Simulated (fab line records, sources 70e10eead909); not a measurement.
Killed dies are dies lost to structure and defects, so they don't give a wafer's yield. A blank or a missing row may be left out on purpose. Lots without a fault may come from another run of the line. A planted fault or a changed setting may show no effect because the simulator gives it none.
Chamber matching | flow nand_harc | NHARC_A_M1_DESCUM_14 on rie_diel-12: 4 sister chambers
The step chemistry O2, time 3 s. 16 wafers are shown with their chamber, then 8 later ones without.

WAFERS WITH THEIR CHAMBER
wafer  | chamber | oes_product_au (a.u.) | o2_flow_sccm (sccm) | throttle_valve_pct (%)
L074.1 | 2       | 0.996                 | 198.9               | 11.323
L074.4 | 0       | 0.993                 | 199.1               | 11.310
L074.6 | 0       | 0.996                 | 199.5               | 11.321
L080.1 | 2       | 1.004                 | 200.5               | 11.319
L080.5 | 3       | 1.003                 | 199.4               | 11.314
L080.6 | 2       | 0.999                 | 200.3               | 11.302
L079.3 | 0       | 1.002                 | 200.7               | 11.305
L079.4 | 3       | 1.006                 | 199.9               | 11.323
L079.5 | 3       | 1.008                 | 200.5               | 11.313
L081.2 | 0       | 0.999                 | 199.7               | 11.315
L081.4 | 1       | 1.006                 | 200.3               | 11.313
L081.5 | 2       | 0.998                 | 200.3               | 11.309
L087.1 | 0       | 1.010                 | 199.9               | 11.327
L087.2 | 2       | 0.996                 | 200.7               | 11.304
L087.4 | 3       | 0.997                 | 199.9               | 11.303
L091.1 | 0       | 1.002                 | 199.4               | 11.326

SIGNATURES (means of the wafers above)
reading            | chamber 0 | chamber 1 | chamber 2 | chamber 3 | scatter within a chamber
oes_product_au     | 1.00033   | 1.00600   | 0.99860   | 1.00350   | 0.00488
o2_flow_sccm       | 199.717   | 200.300   | 200.140   | 199.925   | 0.589
throttle_valve_pct | 11.31733  | 11.31300  | 11.31140  | 11.31325  | 0.00883
Rule: a wafer's distance from a chamber is the root of the sum, over the readings, of the square of ((its reading less the chamber's mean) divided by the reading's scatter). The wafer belongs to the nearest chamber; if the next one is less than 2 further off, it can't be placed. The scatter: the root of (the sum of the squares of (reading less its chamber's mean) over the shown wafers, divided by (wafers less chambers)).

WAFERS WITHOUT THEIR CHAMBER
wafer  | oes_product_au (a.u.) | o2_flow_sccm (sccm) | throttle_valve_pct (%)
L091.3 | 1.002                 | 200.8               | 11.299
L091.6 | 0.997                 | 199.6               | 11.323
L093.1 | 0.999                 | 200.4               | 11.311
L093.4 | 0.996                 | 199.4               | 11.311
L093.5 | 1.000                 | 199.2               | 11.320
L092.1 | 0.999                 | 199.9               | 11.305
L092.2 | 0.994                 | 200.3               | 11.305
L092.3 | 0.991                 | 199.7               | 11.315

WHICH CHAMBER EACH WENT THROUGH
wafer  | from the rows above               | in truth
L091.3 | can't be placed: 2 or 1 or 3 or 0 | 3
L091.6 | can't be placed: 0 or 2 or 3 or 1 | 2
L093.1 | can't be placed: 2 or 3 or 0 or 1 | 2
L093.4 | can't be placed: 0 or 2 or 3 or 1 | 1
L093.5 | can't be placed: 0 or 3 or 2 or 1 | 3
L092.1 | can't be placed: 2 or 3 or 0 or 1 | 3
L092.2 | can't be placed: 2 or 0 or 3 or 1 | 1
L092.3 | can't be placed: 2 or 0 or 3 or 1 | 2
Placed correctly: 0 of 8. Can't be placed from these rows: 8 (the true chamber is among the candidates in 8). Placed wrongly: 0.
